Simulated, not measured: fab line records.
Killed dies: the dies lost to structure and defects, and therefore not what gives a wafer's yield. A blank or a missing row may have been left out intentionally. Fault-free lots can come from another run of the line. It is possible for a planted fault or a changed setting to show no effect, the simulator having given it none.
Matching of chambers + flow n5Finfet + rieDiel-04 running N5_GATE_CUT_ETCH_58: 4 sister chambers
The step etches SiNx in CH3F/O2, target depth 17 nm, time 128.6 s. 4 wafers are shown with their chamber, then 9 later ones without.

== WAFERS, EACH WITH ITS CHAMBER ==
| wafer  | chamber | showerheadPlenumPTorr (Torr) |
|--------|---------|------------------------------|
| L087.1 | 2       | 2.06                         |
| L089.4 | 1       | 2.02                         |
| L089.5 | 3       | 1.97                         |
| L089.6 | 0       | 1.87                         |

== WAFERS WHOSE CHAMBER IS MISSING ==
| wafer  | showerheadPlenumPTorr (Torr) |
|--------|------------------------------|
| L093.1 | 2.02                         |
| L093.4 | 2.05                         |
| L093.6 | 2.02                         |
| L095.2 | 2.01                         |
| L095.4 | 2.05                         |
| L095.5 | 2.05                         |
| L097.2 | 1.86                         |
| L097.3 | 1.97                         |
| L097.5 | 1.97                         |

== WHICH CHAMBER EACH ONE RAN IN ==
| wafer  | from the rows above | in truth |
|--------|---------------------|----------|
| L093.1 | 1                   | 1        |
| L093.4 | 2                   | 2        |
| L093.6 | 1                   | 1        |
| L095.2 | 1                   | 1        |
| L095.4 | 2                   | 2        |
| L095.5 | 2                   | 2        |
| L097.2 | 0                   | 0        |
| L097.3 | 3                   | 3        |
| L097.5 | 3                   | 3        |
9 of 9 placed correctly. Not placeable from these rows: 0. Number placed wrongly: 0.
How it was worked out, from the rows above alone: a wafer's distance from a chamber is the root of the sum, over the readings, of the square of ((its reading less the chamber's mean) divided by the reading's scatter). The wafer belongs to the nearest chamber; if the next one is less than 2 further off, it can't be placed. The mean given for a chamber averages the wafers shown for that chamber. The scatter: with one shown wafer a chamber, the root of the mean of the squares of how far each hidden wafer lies from its nearest shown one.
